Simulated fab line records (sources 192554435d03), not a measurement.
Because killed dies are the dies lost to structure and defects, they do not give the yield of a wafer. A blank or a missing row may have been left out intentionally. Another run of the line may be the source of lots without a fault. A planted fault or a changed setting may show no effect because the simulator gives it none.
8D (eight disciplines) problem report, filled in by code + flow n5-finfet + the parts of the form that need people (team, actions taken, sign-off) are left out

## 1. THE PROBLEM
run-length-s at N5_BEOL_M3_CVD_47 reads a mean of 327.9 s on 1 wafer of 1 lot; wafers without a fault read 246.8 s with a standard deviation of 0.5. So: +99 or more standard deviations from the usual mean.
The step: deposits Co from CCTBA/H2, target thk 3 nm, time 223.8 s.
Earliest sighting: wafer L528.4 on cvd-co-02 at day 12 13:43. The record has a number at this step for 33 wafers belonging to 11 lots. Rule for "out", or "out of limits": more than 4 standard deviations from the usual mean. Any other wafer with a number is counted as sound.

## 2. WHAT IT IS, WHAT IT ISN'T
| question                    | is                | is not                                                              |
|-----------------------------|-------------------|---------------------------------------------------------------------|
| which readings at this step | run-length-s      | chamber-pressure-Torr                                               |
| which lots                  | L528              | L511, L512, L513, L514, L515, L516, L517, L520, L521, L532          |
| which wafers of those lots  | L528.4            | L528.5, L528.6                                                      |
| read on which tools         | cvd-co-02         | cvd-co-01                                                           |
| when                        | from day 12 13:43 | up to then (29 sound wafers); but 3 sound wafers of L532 came after |

## 3. WHAT RULES OUT EACH SUSPECT
Counting: any tool at a process step up to the reading remains a suspect provided it ran every lot that is out. Sound lots after the first of them don't rule it out here, since some wafers of a struck lot are sound.
- cvd-co-02 at N5_BEOL_M3_CVD_47 (deposits Co from CCTBA/H2, target thk 3 nm, time 223.8 s): kept. It processed L528, the lot that is out, at day 12 13:43, and its most recent sound lot before then was L516 at day 9 11:26. Its own readings are out on those wafers: run-length-s.
- In cvd-co-02 at N5_BEOL_M3_CVD_47, the wafers that are out were processed in chamber 2 and their sound lot-mates in chambers 0, 1.
Left after counting: cvd-co-02 at N5_BEOL_M3_CVD_47.

## 4. THE CAUSE (what the simulator had put in)
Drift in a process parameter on cvd-co-02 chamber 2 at N5_BEOL_M3_CVD_47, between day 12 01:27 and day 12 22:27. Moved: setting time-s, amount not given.
Only this tool survived the counting.

## 5. SEQUENCE OF EFFECTS, ordered by route
Rows list readings where the struck wafers' mean (over those with a number) sits beyond 3 standard deviations from the usual. Scope: only readings with a usual standard deviation given in the record; hours: median across lots of the time from each lot's start at the first step in this table that gives one to its start at this step; sigmas: change in usual standard deviations.
| hours | step              | reading      | usual   | on struck wafers | change | sigmas      |
|-------|-------------------|--------------|---------|------------------|--------|-------------|
| 0     | N5_BEOL_M3_CVD_47 | run-length-s | 246.8 s | 327.9            | +81.1  | +99 or more |
Here are the process steps it includes:
- N5_BEOL_M3_CVD_47: deposits Co from CCTBA/H2, target thk 3 nm, time 223.8 s.
Later steps that measure or inspect, where all struck wafers having a row at the step show a number for every such reading and not one has moved that far: N5_BEOL_M4_RC_MEAS_101.

## 6. WHAT WOULD HAVE CAUGHT IT SOONER
In this record no reading fell out of limits until day 12 13:43, 12 hours after the fault had begun at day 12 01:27.
